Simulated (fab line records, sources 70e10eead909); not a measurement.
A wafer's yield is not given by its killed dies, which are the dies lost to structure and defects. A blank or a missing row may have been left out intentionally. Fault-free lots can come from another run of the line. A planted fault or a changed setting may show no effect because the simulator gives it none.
A struck lot beside a sound one + flow nand-harc + 13 out of 1302 route steps
Sound: these wafers, L367.2, L367.3, L367.4. Struck: wafers L369.4, L369.6 (left out: L369.2, a lot-mate that was not struck); the cause follows at the end.
Per side, at each step with rows, come the tool, then ch with its chambers, and then its first start. Under that, the readings that differ: sound wafers + struck wafers + difference of the means + sigmas: that difference in standard deviations of wafers without a fault.
alike: same words and numbers on both sides, and readings whose means sit less than 2 such deviations apart. not compared: any withheld reading, any reading some wafer has no value for, any bound like >300 that may hide the same value, and any number with overlapping values for which the record gives no deviation.
The two part at a step that has a row with sigmas, a row that says differs or no value, or rows on one side only. Numbers that have no deviation but don't overlap get no sigmas and don't part them. A reading missing from all wafers of one side parts the sides only when that side holds two or more wafers.

NHARC_A_WL_FILL_CVD_03: deposits W, target thk 40 nm, time 279 s.
  sound on cvd-w-01 ch 0,1, day 22 04:29; struck on cvd-w-01 ch 0,1, day 25 23:35
  alike: heater-power-w, mfc-ar-sccm, mfc-wf6-sccm, throttle-valve-pct
NHARC_A_WL_FILL_ETCHBACK_04: etches the open film in NF3, target depth 60 nm, time 120 s.
  sound on rie-metal-03 ch 1, day 22 04:53; struck on rie-metal-03 ch 1, day 25 23:59
  alike: drypump-motor-current-A, oes-product-au, run-length-s
  not compared: rf-hours-counter-h
then, 1 step without rows for these wafers: NHARC_A_WL_FILL_ETCHBACK_05 (etches the open film in Cl2/BCl3, target depth 22 nm, time 60 s).
NHARC_A_WL_FILL_STRIP_27: strips in N2/H2, time 20 s.
  sound on plasma-asher-01 ch 0,1, day 22 05:28; struck on plasma-asher-01 ch 0,1, day 26 00:22
  alike: drypump-motor-current-A, heater-power-w
  not compared: rf-hours-counter-h
then, 4 steps without rows for these wafers: NHARC_A_WL_FILL_STRIP_28 (strips in post etch residue remover, time 1200 s); NHARC_A_WL_FILL_PRECLEAN_06 (cleans in DIW, time 300 s); NHARC_A_WL_FILL_SRD_07; NHARC_A_WL_FILL_ANNEAL_08 (time 1800 s).
NHARC_A_WL_FILL_ALD_10: deposits SiO2, target thk 50 nm, pulse time 10 s, ald cycles 500.
  sound on ald-hk-01 ch 1,2,3, day 22 11:28; struck on ald-hk-01 ch 2, day 26 05:43
  alike: heater-power-w, precursor-pulse-height-rel
then, 1 step without rows for these wafers: NHARC_A_WL_FILL_ETCHBACK_16 (etches the open film in C4F8/O2/Ar, target depth 120 nm, time 24 s).
NHARC_A_WL_FILL_STRIP_29: strips in O2, time 20 s.
  sound on rie-diel-02 ch 1,2,3, day 22 16:13; struck on rie-diel-13 ch 2,3, day 26 13:32
  alike: drypump-motor-current-A, mfc-ar-sccm, o2-flow-sccm, oes-product-au, rf-vpp-V, showerhead-plenum-p-Torr, throttle-valve-pct
  not compared: rf-hours-counter-h
NHARC_A_WL_FILL_ETCHBACK_17: etches the open film in Cl2/BCl3, target depth 4 nm, time 26.7 s.
  sound on rie-metal-02 ch 0,1, day 22 16:19; struck on rie-metal-01 ch 1, day 26 13:38
| reading               | sound             | struck      | difference | sigmas |
|-----------------------|-------------------|-------------|------------|--------|
| oes-product-au (a.u.) | 0.981 0.998 0.980 | 1.011 1.005 | +0.022     | +2     |
| run-length-s (s)      | 47.5 48.2 47.4    | 40.3 40.4   | -7.4       | -18    |
  alike: drypump-motor-current-A
  not compared: rf-hours-counter-h
then, 1 step without rows for these wafers: NHARC_A_WL_FILL_PRECLEAN_18 (cleans in dHF, time 30 s).

## WHERE THEY PART
At NHARC_A_WL_FILL_ETCHBACK_17 and nowhere else, as far as this record goes.

WHY: what the simulator had put in
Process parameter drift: rie-metal-01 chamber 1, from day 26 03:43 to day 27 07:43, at NHARC_A_WL_FILL_ETCHBACK_17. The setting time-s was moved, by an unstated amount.
